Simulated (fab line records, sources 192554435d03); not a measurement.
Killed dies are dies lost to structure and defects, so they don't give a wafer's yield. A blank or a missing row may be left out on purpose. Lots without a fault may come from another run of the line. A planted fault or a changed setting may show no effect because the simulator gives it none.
fab line records | flow n5_finfet | part 2 of 2: steps 5 to 6 of 6
record lots=24 wafers=72 last_day=19
route steps=1938 shown BEOL_M7@1308 BEOL_M8@1348
lots that met no fault: from a run of the same line without faults
start_h: hours from the record's first day to the start of the lot's first wafer shown | wait_h: hours since the lot's step before | " the same as in the row above | L1.1+2: a row that stands for several wafers | - no value, or no start given | * or withheld: withheld | < > ~ a bound
route shown NAME@n: a module of which the file shows steps, and the number in the route of the first | usual: mean/standard deviation of fault-free wafers | same: alike in all rows | chamber/n: place in a boat | sites: the reading at each site | _std_site: their standard deviation | _edge_site: outer sites' mean less inner sites' | radius_mm: how far each site lies from the wafer's centre | mask NAME#n: copy n | behind: the tool/chamber that last shaped the wafer | hold: why the lot was held/for how many hours/how that ended | device: the transistor (n, p or np) that didn't switch | end of line: the same wafers' tests at the end of the route | a step without rows: its recipe alone | killed: dies lost to structure and defects at the first sort, not the wafer's yield | map: a wafer's dies, x killed, . not, _ none there
set.NAME: the setting as run; set.NAME@STEP: as run at that earlier step | model.NAME: the simulator's own value behind a step, which no gauge read
steps of the route over a sample of lots; a table a step, a row a wafer
services: from which hour (start_h, from the record's first day; less than 0 if before it) a tool's chamber was out of use, for how many hours, and why
## steps
# step N5_BEOL_M8_HM_OPEN_17
# recipe chemistry=Cl2/BCl3 target_depth_a=200 overetch_a=60 target=TiN mask_material=SOC ion_energy_ev=150 pressure_mtorr=10 icp_w=1000 bias_w=126 Cl2_flow_sccm=53.25 bcl3_flow_sccm=21.75 Ar_flow_sccm=25
# usual drypump_motor_current_A=5.5/0.38 oes_product_au=0.67/0.11 throttle_valve_pct=22.14/0.23
# columns lot.wafer tool chamber start_h wait_h drypump_motor_current_A oes_product_au rf_hours_counter_h throttle_valve_pct
L074.2 rie_metal-01 1 226.12 0.0 6.1 0.57 89 22.22
L074.3 " 0 " " 5.1 0.57 - 22.44
L074.5 " 1 " " 6.1 0.56 - 22.20
L075.2 rie_metal-03 0 236.40 0.0 5.3 0.79 4 22.22
L075.4 " 0 " " 5.4 0.80 - 22.20
L075.6 " 0 " " 5.3 0.81 - 22.20
L077.2 rie_metal-02 0 241.85 0.0 5.3 0.54 114 21.99
L077.4 " 0 " " 5.3 0.54 - 21.98
L077.6 " 1 " " 5.8 0.83 - 21.92
L078.2 rie_metal-02 1 257.37 0.0 5.8 0.81 2 21.93
L078.3 " 0 " " 5.3 0.54 - 21.99
L078.5 " 0 " " 5.3 0.54 - 21.99
L076.1 rie_metal-01 0 257.61 0.0 5.1 0.56 95 22.45
L076.2 " 1 " " 6.1 0.56 92 22.21
L076.5 " 0 " " 5.1 0.56 - 22.49
L079.1 rie_metal-01 0 260.33 0.0 5.1 0.56 95 22.47
L079.2 " 1 " " 6.1 0.57 92 22.21
L079.4 " 0 " " 5.1 0.56 - 22.46
L080.3 rie_metal-03 0 263.26 0.1 5.3 0.79 - 22.22
L080.5 " 1 " " 5.2 0.73 - 21.90
L080.6 " 0 " " 5.4 0.80 - 22.22
L081.2 rie_metal-03 0 269.41 0.0 5.4 0.77 7 22.26
L081.3 " 1 " " 5.2 0.72 - 21.90
L081.5 " 0 " " 5.3 0.78 - 22.23
L082.1 rie_metal-03 0 281.28 0.0 5.4 0.79 8 22.21
L082.3 " 0 " " 5.3 0.78 - 22.20
L082.4 " 1 " " 5.2 0.71 - 21.89
L083.1 rie_metal-01 0 286.46 0.0 5.1 0.57 97 22.47
L083.3 " 0 " " 5.1 0.56 - 22.45
L083.5 " 0 " " 5.1 0.56 - 22.45
L084.2 rie_metal-02 1 292.67 0.1 5.8 0.78 - 21.94
L084.4 " 1 " " 5.8 0.79 - 21.92
L084.6 " 1 " " 5.8 0.78 - 21.91
L086.1 rie_metal-03 0 293.78 0.0 5.3 0.79 9 22.19
L086.3 " 1 " " 5.2 0.73 - 21.87
L086.4 " 0 " " 5.4 0.78 - 22.21
L087.1 rie_metal-02 1 306.85 0.0 5.8 0.75 10 21.96
L087.2 " 1 " " 5.8 0.75 - 21.96
L087.5 " 1 " " 5.8 0.76 - 21.94
L085.1 rie_metal-03 0 306.86 0.0 5.4 0.76 11 22.22
L085.4 " 1 " " 5.3 0.71 - 21.91
L085.5 " 1 " " 5.2 0.71 - 21.90
L088.2 rie_metal-03 1 312.61 0.0 5.2 0.70 28 21.91
L088.3 " 1 " " 5.2 0.70 - 21.90
L088.5 " 1 " " 5.2 0.71 - 21.93
L089.2 rie_metal-01 0 316.96 0.0 5.1 0.56 100 22.46
L089.3 " 0 " " 5.1 0.56 - 22.46
L089.4 " 1 " " 6.1 0.57 - 22.22
L090.1 rie_metal-02 1 324.88 0.0 5.8 0.76 12 21.94
L090.3 " 1 " " 5.8 0.76 - 21.94
L090.6 " 0 " " 5.4 0.82 - 21.84
L091.2 rie_metal-01 0 336.99 0.0 5.1 0.56 102 22.47
L091.5 " 1 " " 6.1 0.55 - 22.24
L091.6 " 0 " " 5.1 0.55 - 22.47
L092.1 rie_metal-01 0 339.08 0.0 5.1 0.56 102 22.46
L092.5 " 1 " " 6.1 0.56 - 22.22
L092.6 " 0 " " 5.1 0.56 - 22.49
L093.2 rie_metal-01 0 341.84 0.0 5.1 0.55 102 22.51
L093.4 " 1 " " 6.1 0.55 - 22.22
L093.6 " 0 " " 5.1 0.55 - 22.49
L094.2 rie_metal-02 0 344.68 0.0 5.3 0.80 3 21.84
L094.5 " 1 " " 5.8 0.75 - 21.96
L094.6 " 0 " " 5.4 0.80 - 21.83
L095.2 rie_metal-01 0 351.95 0.0 5.1 0.55 103 22.49
L095.5 " 0 " " 5.1 0.56 - 22.48
L095.6 " 1 " " 6.1 0.55 - 22.21
L096.1 rie_metal-01 0 363.92 0.0 5.1 0.55 104 22.50
L096.3 " 0 " " 5.1 0.55 - 22.48
L096.4 " 1 " " 6.1 0.56 - 22.21
L097.2 rie_metal-02 0 377.71 0.0 5.4 0.78 6 21.85
L097.3 " 1 " " 5.8 0.73 - 21.94
L097.5 " 0 " " 5.3 0.78 - 21.84
# step N5_BEOL_M8_CD_MEAS_18
# recipe pitch_nm=80 target_cd_nm=40
# usual cd_nm=39.9/0.47
# columns lot.wafer tool chamber start_h wait_h cd_nm
L074.2 cd_sem-03 - 226.30 0.1 40.4
L074.3 " - " " 40.6
L074.5 " - " " 40.2
L075.2 cd_sem-01 - 236.58 0.1 39.9
L075.4 " - " " 39.8
L075.6 " - " " 40.8
L077.2 cd_sem-02 - 242.03 0.1 40.2
L077.4 " - " " 40.5
L077.6 " - " " 40.9
L078.2 cd_sem-01 - 257.59 0.1 40.3
L078.3 " - " " 39.5
L078.5 " - " " 40.0
L076.1 cd_sem-03 - 257.79 0.0 39.7
L076.2 " - " " 39.6
L076.5 " - " " 39.7
L079.1 cd_sem-03 - 260.51 0.0 40.3
L079.2 " - " " 40.0
L079.4 " - " " 39.5
L080.3 cd_sem-03 - 263.43 0.1 39.8
L080.5 " - " " 40.2
L080.6 " - " " 39.2
L081.2 cd_sem-02 - 269.78 0.1 39.5
L081.3 " - " " 39.8
L081.5 " - " " 39.8
L082.1 cd_sem-01 - 281.47 0.0 39.1
L082.3 " - " " 39.4
L082.4 " - " " 39.3
L083.1 cd_sem-01 - 286.78 0.0 39.4
L083.3 " - " " 39.8
L083.5 " - " " 40.2
L084.2 cd_sem-02 - 293.21 0.1 39.7
L084.4 " - " " 39.7
L084.6 " - " " 40.0
L086.1 cd_sem-02 - 294.01 0.0 39.3
L086.3 " - " " 38.7
L086.4 " - " " 39.2
L085.1 cd_sem-03 - 307.17 0.0 39.7
L085.4 " - " " 40.0
L085.5 " - " " 40.1
L087.1 cd_sem-03 - 307.21 0.0 39.5
L087.2 " - " " 38.6
L087.5 " - " " 39.2
L088.2 cd_sem-01 - 312.98 0.1 41.2
L088.3 " - " " 39.5
L088.5 " - " " 40.4
L089.2 cd_sem-01 - 317.14 0.1 40.3
L089.3 " - " " 39.7
L089.4 " - " " 40.4
L090.1 cd_sem-01 - 325.11 0.0 39.2
L090.3 " - " " 39.8
L090.6 " - " " 40.2
L091.2 cd_sem-01 - 337.36 0.1 40.5
L091.5 " - " " 40.1
L091.6 " - " " 40.0
L092.1 cd_sem-03 - 339.64 0.0 39.9
L092.5 " - " " 40.6
L092.6 " - " " 39.6
L093.2 cd_sem-02 - 342.07 0.1 39.6
L093.4 " - " " 39.8
L093.6 " - " " 39.6
L094.2 cd_sem-03 - 345.00 0.1 40.0
L094.5 " - " " 40.2
L094.6 " - " " 39.5
L095.2 cd_sem-03 - 352.13 0.1 39.2
L095.5 " - " " 40.6
L095.6 " - " " 39.7
L096.1 cd_sem-03 - 364.31 0.0 40.2
L096.3 " - " " 39.9
L096.4 " - " " 40.1
L097.2 cd_sem-01 - 377.94 0.1 39.5
L097.3 " - " " 38.9
L097.5 " - " " 39.2
## services
# columns tool chamber start_h hours kind
rie_diel-06 - 213.84 2.8 pm
rie_metal-02 - 213.88 0.3 repair
rie_diel-03 1 222.81 2.7 repair
rie_diel-04 - 228.29 14.6 pm
rie_metal-03 - 228.89 0.2 repair
rie_diel-02 0 236.29 1.6 repair
rie_diel-01 2 247.70 9.1 repair
rie_diel-05 2 248.47 1.5 repair
rie_diel-03 0 253.76 5.9 repair
rie_diel-04 2 255.92 2.1 repair
rie_diel-01 3 261.33 9.2 repair
rie_diel-05 1 276.26 3.2 repair
pvd_sputter-01 - 283.92 0.7 repair
rie_metal-01 1 285.68 20.6 repair
rie_diel-05 - 322.76 14.6 pm
rie_diel-01 - 326.60 0.4 repair
rie_metal-02 - 331.56 0.9 repair
rie_diel-06 3 333.41 3.6 repair
rie_diel-05 0 341.64 21.4 repair
rie_diel-01 - 344.99 2.8 pm
pvd_sputter-02 - 359.51 2.0 repair
rie_diel-05 1 364.89 25.3 repair
rie_diel-03 3 373.30 4.5 repair
rie_diel-01 1 375.05 1.9 repair
